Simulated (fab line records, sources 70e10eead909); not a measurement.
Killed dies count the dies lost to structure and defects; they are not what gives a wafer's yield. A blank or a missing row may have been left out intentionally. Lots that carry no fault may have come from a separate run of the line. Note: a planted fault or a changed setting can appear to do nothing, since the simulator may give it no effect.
Problem report in the 8D (eight disciplines) form, filled by code    flow nand_harc    the parts of the form that need people (team, actions taken, sign-off) are left out

== 1. THE ISSUE ==
thk_nm at NHARC_A_ONON_D1_THK_MEAS_18 reads a mean of 674 nm on 3 wafers of 2 lots; wafers without a fault read 999 nm with a standard deviation of 11. That puts it -30 standard deviations away from the usual mean.
The step: measures by ellipsometry.
First seen on wafer L377.3, day 14 05:59, on film_metro-01. At this step, 39 wafers from 13 lots have a number in the record. The rule behind "out" and "out of limits": a value lying over 4 standard deviations away from the usual mean. All remaining wafers that have a number are taken as sound.

== 2. WHAT IT IS, WHAT IT ISN'T ==
question                     is                      is not
which readings at this step  thk_nm                  -
which lots                   L377, L380              L363, L364, L367, L368, L370, L371, L372, L373, L374, L385, L386
which wafers of those lots   L377.3, L380.2, L380.3  L377.5, L377.6, L380.6
read on which gauges         film_metro-01           film_metro-02
when                         from day 14 05:59       up to then (29 sound wafers); but 7 sound wafers of L380, L385, L386 came after

== 3. WHAT RULES OUT EACH SUSPECT ==
Counting: a tool at a process step up to the reading stays a suspect if it ran every lot that is out. Sound lots after the first of them don't rule it out here, since some wafers of a struck lot are sound.
- the gauge at NHARC_A_ONON_D1_THK_MEAS_18: ruled out. All the wafers that are out were read on film_metro-01, but those of them that NHARC_END_SORT_01 has rows for are out there too, on other tools.
- pvd_sputter-01 at NHARC_P_BONDPAD_PVD_27 (deposits Cu, target thk 30 nm, time 20.49 s): kept. It ran every lot that is out, first L377 (day 12 23:07); its last sound lot up to then is L373 (day 10 23:14). NHARC_P_BONDPAD_PVD_27: start missing for some lots; hours and lot order therefore follow NHARC_P_BONDPAD_THK_MEAS_20.
- pecvd_onon-01 at NHARC_A_ONON_D1_DEP_16 (target thk 1000 nm): kept. It ran every lot that is out, first L377 (day 14 05:36); its last sound lot up to then is L370 (day 11 07:38).
What counting leaves: pvd_sputter-01 at NHARC_P_BONDPAD_PVD_27 and pecvd_onon-01 at NHARC_A_ONON_D1_DEP_16.

== 4. THE CAUSE (what the simulator had put in) ==
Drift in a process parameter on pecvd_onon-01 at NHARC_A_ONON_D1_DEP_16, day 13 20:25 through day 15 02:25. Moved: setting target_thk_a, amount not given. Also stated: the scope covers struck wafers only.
Of the 2 suspects that counting leaves, this tool is one.

== 5. THE CHAIN OF EFFECTS, in route order ==
Each row: a reading whose mean over the struck wafers that have a number lies more than 3 standard deviations from the usual. Scope: only readings with a usual standard deviation given in the record; hours: median across lots of the time from each lot's start at the first step in this table that gives one to its start at this step; sigmas: change in usual standard deviations.
hours  step                         reading          usual   on struck wafers  change  sigmas
0      NHARC_A_ONON_D1_THK_MEAS_18  thk_nm           999 nm  674               -325    -30
391    NHARC_END_SORT_01            killed_at_array  55      674               +619    +36
391    NHARC_END_SORT_01            killed_dies      59      677               +618    +34

== 6. HOW IT WOULD HAVE BEEN CAUGHT EARLIER ==
10 hours passed between the start of the fault at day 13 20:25 and the first reading out of limits at a measuring or inspecting step in this record, taken at day 14 05:59.
Lots out: 2; of these, L380 started NHARC_A_ONON_D1_DEP_16 on pecvd_onon-01 after day 14 05:59. Putting the tool on hold at that point would have spared it.
